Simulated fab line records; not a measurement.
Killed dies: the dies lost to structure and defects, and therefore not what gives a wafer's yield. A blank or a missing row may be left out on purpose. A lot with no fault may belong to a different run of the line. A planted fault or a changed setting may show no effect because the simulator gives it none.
fab line records | flow n5Finfet
record: lots: 12 wafers: 35 lastDay: 17
route steps=1938 shown FIN_CUT@182 STI_FIN_REVEAL@196 PASSIVATION@1936
lots with no fault: from the same line, run without faults
startH: hours from the record's opening day to when the first of the lot's shown wafers began | waitH: hours elapsed since this lot's preceding step | " the same as in the row above | L1.1+2: a row that stands for several wafers | - value missing, or start not given | * or withheld: withheld | < > ~ a bound
route shown NAME@n: names a module that has steps shown in the file, with the first one's number in the route | usual: the fault-free wafers' mean and standard deviation | same: alike in all rows | chamber/n: place in a boat | sites: readings site by site | _std_site: the values' standard deviation | _edge_site: mean of outer sites minus mean of inner sites | radiusMm: for every site, how far away it sits from the centre of the wafer | mask NAME#n: copy n | behind: the tool/chamber that last shaped the wafer | hold: why the lot went on hold/how many hours it stayed there/how the hold came to an end | device: which transistor (n, p or np) failed to switch | end of line: tests of these same wafers at the route's end | where a step has no rows: the recipe by itself | killed: not the wafer's yield, but the dies lost to structure and defects at the first sort | map: dies across one wafer; x = killed, . = not, _ = none there
set.NAME: the setting the step ran with; set.NAME@STEP: the setting that earlier step ran with | model.NAME: the simulator's own value behind a step, which no gauge read
the route's steps for a sample of lots (tables are steps, rows are wafers)
services: when a tool's chamber went out of use (startH, in hours from the record's first day, below 0 if earlier), for how many hours, and the reason
== steps ==
step: N5_FIN_CUT_INSPECT_17
recipe: inspectInstrument: brightfield mode: aei
usual: rawDefectCount: 242/72
columns lot.wafer tool chamber startH waitH rawDefectCount
L121.3 defectInspect-02 - 28.09 0.0 255
L121.4 " - " " 239
L121.5 " - " " 212
L122.1 defectInspect-02 - 34.28 0.0 298
L122.2 " - " " 338
L122.3 " - " " 392
L123.2 defectInspect-02 - 40.35 0.0 160
L123.3 " - " " 271
L123.6 " - " " 299
L125.1 defectInspect-02 - 52.81 0.0 439
L125.5 " - " " 345
L125.6 " - " " 263
L129.2 defectInspect-02 - 76.91 0.0 389
L129.3 " - " " 242
L129.6 " - " " 264
L131.1 defectInspect-01 - 91.06 0.0 221
L131.6 " - " " 190
L134.1 defectInspect-01 - 111.12 0.0 241
L134.2 " - " " 238
L134.3 " - " " 314
L138.1 defectInspect-01 - 130.34 0.0 223
L138.3 " - " " 249
L138.5 " - " " 176
L141.2 defectInspect-02 - 147.96 0.0 209
L141.4 " - " " 214
L141.6 " - " " 183
L142.1 defectInspect-01 - 155.05 0.0 327
L142.2 " - " " 375
L142.4 " - " " 254
L143.1 defectInspect-02 - 160.05 0.0 197
L143.5 " - " " 109
L143.6 " - " " 187
L144.2 defectInspect-02 - 166.08 0.0 199
L144.5 " - " " 179
L144.6 " - " " 280
step: N5_STI_FIN_REVEAL_RECESS_09
recipe: chemistry: HF/NH3 target: SiO2 afsCycles: 11 targetDepthA: 425 tempC: 30 sublimationTempC: 180 sublimationTimeS: 60
usual: drypumpMotorCurrentA: 5.7/0.39 forelinePTorr: 0.1280/0.00043
columns lot.wafer tool chamber startH waitH drypumpMotorCurrentA forelinePTorr
L121.3 vaporEtch-02 1 34.53 0.6 5.3 0.1281
L121.4 " 0 " " 5.5 0.1282
L121.5 " 1 " " 5.3 0.1280
L122.1 vaporEtch-01 0 41.50 0.0 6.3 0.1280
L122.2 " 1 " " 5.8 0.1281
L122.3 " 0 " " 6.3 0.1281
L123.2 vaporEtch-01 1 48.02 0.0 5.8 0.1279
L123.3 " 0 " " 6.3 0.1286
L123.6 " 0 " " 6.3 0.1285
L125.1 vaporEtch-02 1 58.72 0.0 5.4 0.1283
L125.5 " 1 59.78 1.1 5.3 0.1274
L125.6 " 0 " " 5.5 0.1279
L129.2 vaporEtch-01 1 83.00 0.0 5.7 0.1278
L129.3 " 0 " " 6.3 0.1278
L129.6 " 0 " " 6.4 0.1281
L131.1 vaporEtch-02 0 99.12 0.0 5.5 0.1278
L131.6 " 1 100.18 1.1 5.3 0.1281
L134.1 vaporEtch-02 0 117.20 0.0 5.5 0.1283
L134.2 " 1 " " 5.3 0.1281
L134.3 " 0 " " 5.5 0.1284
L138.1 vaporEtch-02 0 137.08 0.0 5.5 0.1280
L138.3 " 0 " " 5.5 0.1289
L138.5 " 0 " " 5.5 0.1285
L141.2 vaporEtch-01 1 154.23 0.0 5.8 0.1279
L141.4 " 0 " " 6.3 0.1272
L141.6 " 1 " " 5.8 0.1278
L142.1 vaporEtch-01 1 161.59 0.0 5.7 0.1280
L142.2 " 0 " " 6.3 0.1267
L142.4 " 1 " " 5.8 0.1279
L143.1 vaporEtch-02 0 165.96 0.0 5.5 0.1278
L143.5 " 0 167.02 1.1 5.5 0.1272
L143.6 " 1 " " 5.3 0.1276
L144.2 vaporEtch-02 1 172.59 0.0 5.3 0.1281
L144.5 " 0 173.65 1.1 5.5 0.1285
L144.6 " 1 " " 5.3 0.1276
step: N5_STI_FIN_REVEAL_OXIDATION_31
recipe: chemistry: O2_PLASMA_REMOTE tempC: 150 timeS: 20 pressureMtorr: 1000 sourcePowerW: 2000 o2FlowSccm: 3000
usual: drypumpMotorCurrentA: 5.4/0.63 heaterPowerW: 133/3.3 tempCMax: 150.67/0.25
columns lot.wafer tool chamber startH waitH drypumpMotorCurrentA heaterPowerW rfHoursCounterH tempCMax
L121.3 plasmaAsher-02 0 36.17 0.1 4.8 130 - 150.62
L121.4 " 1 " " 6.2 138 - 150.58
L121.5 " 1 " " 6.2 135 - 150.62
L122.1 plasmaAsher-02 0 43.65 0.0 4.8 128 82 151.11
L122.2 " 1 " " 6.2 131 82 150.92
L122.3 " 0 " " 4.8 125 - 150.44
L123.2 plasmaAsher-01 0 50.18 0.0 5.9 136 32 150.40
L123.3 " 0 " " 5.9 135 - 150.63
L123.6 " 0 " " 5.9 132 - 150.47
L125.1 plasmaAsher-02 1 60.87 0.0 6.2 138 85 150.46
L125.5 " 0 " " 4.8 126 - 151.39
L125.6 " 1 " " 6.2 135 - 150.78
L129.2 plasmaAsher-02 0 85.17 0.0 4.8 129 90 151.19
L129.3 " 1 " " 6.2 134 - 150.48
L129.6 " 0 " " 4.8 127 - 150.74
L131.1 plasmaAsher-01 1 101.68 0.4 4.7 137 41 150.74
L131.6 " 0 " " 5.9 138 - 150.46
L134.1 plasmaAsher-01 1 119.59 0.0 4.7 136 45 150.68
L134.2 " 0 " " 5.9 135 45 150.24
L134.3 " 0 " " 5.9 133 - 150.40
L138.1 plasmaAsher-02 0 139.24 0.0 4.8 125 98 150.52
L138.3 " 1 " " 6.2 134 - 150.67
L138.5 " 1 " " 6.2 132 - 150.71
L141.2 plasmaAsher-01 1 156.40 0.0 4.7 139 56 150.69
L141.4 " 1 " " 4.8 137 - 150.43
L141.6 " 0 " " 5.9 132 - 150.32
L142.1 plasmaAsher-02 0 163.76 0.0 4.8 128 102 151.19
L142.2 " 1 " " 6.2 129 102 150.71
L142.4 " 1 " " 6.1 133 - 150.70
L143.1 plasmaAsher-02 0 168.12 0.0 4.8 129 103 150.71
L143.5 " 0 " " 4.8 132 - 150.90
L143.6 " 1 " " 6.2 132 - 150.96
L144.2 plasmaAsher-01 0 174.74 0.0 5.9 136 60 150.41
L144.5 " 1 " " 4.7 134 - 150.81
L144.6 " 0 " " 5.9 134 - 150.45
step: N5_STI_FIN_REVEAL_FIN_H_MEAS_10
usual: trenchDepthNm: 51.7/0.74
columns lot.wafer tool chamber startH waitH trenchDepthNm
L121.3 ocd-02 - 36.70 0.0 51.0
L121.4 " - " " 51.0
L121.5 " - " " 50.4
L122.1 ocd-02 - 44.28 0.0 52.3
L122.2 " - " " 51.8
L122.3 " - " " 52.5
L123.2 ocd-01 - 50.73 0.0 51.1
L123.3 " - " " 52.0
L123.6 " - " " 52.6
L125.1 ocd-02 - 61.42 0.0 51.1
L125.5 " - " " 51.3
L125.6 " - " " 51.5
L129.2 ocd-02 - 85.79 0.0 52.2
L129.3 " - " " 51.0
L129.6 " - " " 51.6
L131.1 ocd-02 - 102.23 0.0 52.4
L131.6 " - " " 51.7
L134.1 ocd-02 - 120.18 0.0 52.5
L134.2 " - " " 51.6
L134.3 " - " " 51.6
L138.1 ocd-01 - 139.78 0.0 52.7
L138.3 " - " " 51.0
L138.5 " - " " 52.1
L141.2 ocd-02 - 156.96 0.0 51.7
L141.4 " - " " 50.9
L141.6 " - " " 52.7
L142.1 ocd-01 - 164.31 0.0 52.0
L142.2 " - " " 52.1
L142.4 " - " " 51.1
L143.1 ocd-02 - 168.67 0.0 51.6
L143.5 " - " " 52.5
L143.6 " - " " 52.5
L144.2 ocd-01 - 175.30 0.0 52.7
L144.5 " - " " 51.6
L144.6 " - " " 52.9
step: N5_STI_FIN_REVEAL_INSPECT_13
recipe: inspectInstrument: darkfield mode: postClean
usual: rawDefectCount: 13/5.9
columns lot.wafer tool chamber startH waitH rawDefectCount
L121.3 defectInspect-02 - 36.79 0.0 20
L121.4 " - " " 20
L121.5 " - " " 12
L122.1 defectInspect-01 - 44.37 0.0 12
L122.2 " - " " 18
L122.3 " - " " 9
L123.2 defectInspect-02 - 50.81 0.0 8
L123.3 " - " " 7
L123.6 " - " " 13
L125.1 defectInspect-02 - 61.54 0.0 10
L125.5 " - " " 12
L125.6 " - " " 12
L129.2 defectInspect-01 - 85.88 0.0 15
L129.3 " - " " 17
L129.6 " - " " 18
L131.1 defectInspect-01 - 102.32 0.0 8
L131.6 " - " " 12
L134.1 defectInspect-02 - 120.30 0.0 11
L134.2 " - " " 15
L134.3 " - " " 12
L138.1 defectInspect-01 - 139.87 0.0 26
L138.3 " - " " 17
L138.5 " - " " 19
L141.2 defectInspect-01 - 157.04 0.0 1379
L141.4 " - " " 22
L141.6 " - " " 1386
L142.1 defectInspect-02 - 164.40 0.0 1316
L142.2 " - " " 12
L142.4 " - " " 1395
L143.1 defectInspect-02 - 168.75 0.0 10
L143.5 " - " " 12
L143.6 " - " " 21
L144.2 defectInspect-02 - 175.38 0.0 17
L144.5 " - " " 12
L144.6 " - " " 19
step: N5_PASSIVATION_PROBE_49
usual: killed_at_M0_to_M3: 34/8.9 killed_at_M4_up: 13/4.6 killedAtContacts: 12/5.5 killedAtFrontEnd: 41/11 killedAtOther: 3.1/2.9 killedDies: 102/16 killedOnRim: 13/4.2 killedOpen: 66/11 killedShort: 34/7.6
same: grossDies: 1180 killedAtBackSide: 0
columns lot.wafer tool chamber startH waitH killed_at_M0_to_M3 killed_at_M4_up killedAtContacts killedAtFrontEnd killedAtOther killedDies killedOnRim killedOpen killedShort
L123.2 prober-01 - 277.57 0.1 38 14 12 31 2 97 19 68 28
L123.3 prober-01 - 277.62 0.1 32 11 13 50 2 108 12 67 31
L123.6 prober-01 - 277.77 0.3 31 14 2 42 1 90 12 67 22
L129.2 prober-01 - 314.16 0.1 24 23 34 41 1 123 14 76 42
L129.3 prober-01 - 314.21 0.1 27 9 26 45 3 110 11 76 30
L129.6 prober-01 - 314.36 0.3 28 10 16 44 5 103 13 69 32
L141.2 prober-01 - 380.96 0.1 18 10 22 111 0 161 27 53 31
L141.4 prober-01 - 381.06 0.2 41 15 15 27 3 101 20 68 32
L141.6 prober-01 - 381.16 0.3 29 19 14 96 2 160 31 66 17
L142.1 prober-02 - 391.92 0.0 42 16 5 102 4 169 28 53 36
L142.2 prober-02 - 391.97 0.1 37 16 16 38 7 114 20 81 31
L142.4 prober-02 - 392.07 0.2 30 10 11 118 0 169 28 57 36
killed by level:class
L123.2 MOL_CONTACT_COAG:geometricParticle:open=9 BEOL_M1:geometricParticle:open=9 FIN_SAQP:geometricParticle:open=8 BEOL_M2:geometricParticle:open=8 BEOL_M3:geometricParticle:open=6 BEOL_M4:geometricParticle:open=6 FIN_SAQP:geometricParticle:short=5 GATE_CUT:geometricParticle:short=5
L123.3 FIN_SAQP:geometricParticle:open=12 MOL_CONTACT_COAG:geometricParticle:open=12 BEOL_M0_SAQP:geometricParticle:short=10 FIN_SAQP:geometricParticle:short=9 HKMG_FIN:areaEtch=9 BEOL_M3:geometricParticle:open=8 GATE_CUT:geometricParticle:short=6 DUMMY_GATE:geometricParticle:open=5
L123.6 BEOL_M3:geometricParticle:open=11 FIN_SAQP:geometricParticle:open=10 FIN_SAQP:geometricParticle:short=8 BEOL_M2:geometricParticle:open=6 STI_FIN_REVEAL:geometricParticle:open=5 BEOL_M0_SAQP:geometricParticle:open=5 BEOL_M7:geometricParticle:open=5 STARTING-WAFER:geometricParticle:open=5
L129.2 MOL_CONTACT_COAG:geometricParticle:open=29 FIN_SAQP:geometricParticle:short=11 STI_FIN_REVEAL:geometricParticle:open=7 BEOL_M4:geometricParticle:open=7 BEOL_M0_SAQP:geometricParticle:open=6 GATE_CUT:geometricParticle:short=5 MOL_CONTACT_COAG:geometricParticle:short=5 BEOL_M1:geometricParticle:short=5
L129.3 MOL_CONTACT_COAG:geometricParticle:open=19 FIN_SAQP:geometricParticle:open=8 FIN_SAQP:geometricParticle:short=7 MOL_CONTACT_COAG:geometricParticle:short=7 STI_FIN_REVEAL:geometricParticle:open=6 BEOL_M3:geometricParticle:open=6 BEOL_M1:geometricParticle:open=6 BEOL_M0:geometricParticle:open=5
L129.6 MOL_CONTACT_COAG:geometricParticle:open=12 STI_FIN_REVEAL:geometricParticle:open=9 FIN_SAQP:geometricParticle:open=7 BEOL_M3:geometricParticle:open=6 GATE_CUT:geometricParticle:open=5 BEOL_M2:geometricParticle:short=5 STI_FIN_REVEAL:geometricParticle:short=4 MOL_CONTACT_COAG:geometricParticle:short=4
L141.2 STI_FIN_REVEAL:unspecified=76 MOL_CONTACT_COAG:geometricParticle:open=17 DUMMY_GATE:geometricParticle:open=6 GATE_CUT:geometricParticle:short=6 BEOL_M0_SAQP:geometricParticle:short=6 BEOL_M4:geometricParticle:open=6 STARTING-WAFER:geometricParticle:short=6 MOL_CONTACT_COAG:geometricParticle:short=5
L141.4 MOL_CONTACT_COAG:geometricParticle:open=14 BEOL_M0_SAQP:geometricParticle:open=13 BEOL_M3:geometricParticle:open=12 DUMMY_GATE:geometricParticle:open=7 FIN_SAQP:geometricParticle:short=6 BEOL_M0_SAQP:geometricParticle:short=5 STARTING-WAFER:geometricParticle:short=5 BEOL_M4:geometricParticle:open=4
L141.6 STI_FIN_REVEAL:unspecified=75 MOL_CONTACT_COAG:geometricParticle:open=12 BEOL_M4:geometricParticle:open=11 BEOL_M3:geometricParticle:open=10 BEOL_M0_SAQP:geometricParticle:open=9 BEOL_M2:geometricParticle:open=6 DUMMY_GATE:geometricParticle:open=4 STARTING-WAFER:geometricParticle:short=4
L142.1 STI_FIN_REVEAL:unspecified=77 BEOL_M0_SAQP:geometricParticle:short=13 BEOL_M1:geometricParticle:open=9 BEOL_M0_SAQP:geometricParticle:open=8 BEOL_M4:geometricParticle:open=8 BEOL_M3:geometricParticle:open=6 ILD0:geometricParticle:short=4 ILD0:geometricParticle:open=4
L142.2 STI_FIN_REVEAL:geometricParticle:open=15 BEOL_M0_SAQP:geometricParticle:open=14 MOL_CONTACT_COAG:geometricParticle:open=14 BEOL_M4:geometricParticle:open=12 BEOL_M0_SAQP:geometricParticle:short=8 BEOL_M2:geometricParticle:open=5 FIN_SAQP:geometricParticle:short=4 STARTING-WAFER:geometricParticle:short=4
L142.4 STI_FIN_REVEAL:unspecified=76 BEOL_M0_SAQP:geometricParticle:open=9 ILD0:geometricParticle:short=8 STI_FIN_REVEAL:geometricParticle:open=7 MOL_CONTACT_COAG:geometricParticle:open=7 FIN_SAQP:geometricParticle:open=6 BEOL_M0_SAQP:geometricParticle:short=6 BEOL_M3:geometricParticle:open=6
== services ==
columns tool chamber startH hours kind
plasmaAsher-01 - 84.16 4.3 pm
plasmaAsher-02 - 101.08 0.9 repair
plasmaAsher-02 - 121.91 15.6 pm
plasmaAsher-02 - 140.75 5.2 repair
== key ==
firstSign: step: N5_STI_FIN_REVEAL_INSPECT_13 reading: rawDefectCount direction: up sigmas: 99+ usual: 13 struck: 1369
effect: step: N5_PASSIVATION_PROBE_49 reading: killedAtFrontEnd direction: up sigmas: 5.7 usual: 41 struck: 107
moreKillsBornAt: N5_STI_FIN_REVEAL_RECESS_09@vaporEtch-01: 304
metAt N5_STI_FIN_REVEAL_RECESS_09
struckLots L141,L142
struckWafers L141.2,L141.6,L142.1,L142.4
testerLeftOut L141,L142
notActingAt N5_FIN_CUT_INSPECT_17,N5_STI_FIN_REVEAL_OXIDATION_31,N5_STI_FIN_REVEAL_FIN_H_MEAS_10
onsetBetween 83.00 154.23
fault: kind: chamberParticleSource tool: vaporEtch-01 chamber: 1 onsetH: 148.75 steps: N5_STI_FIN_REVEAL_RECESS_09 ratePerVisitCm2: 2.1149 endH: 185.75
testerLeftOut: of these lots the tester's yield and bins aren't shown, on N5 and GAA mostly nor the transistor test; their killed dies are dies lost to structure and defects alone, not to doping, threshold or leakage, so they don't give the yield
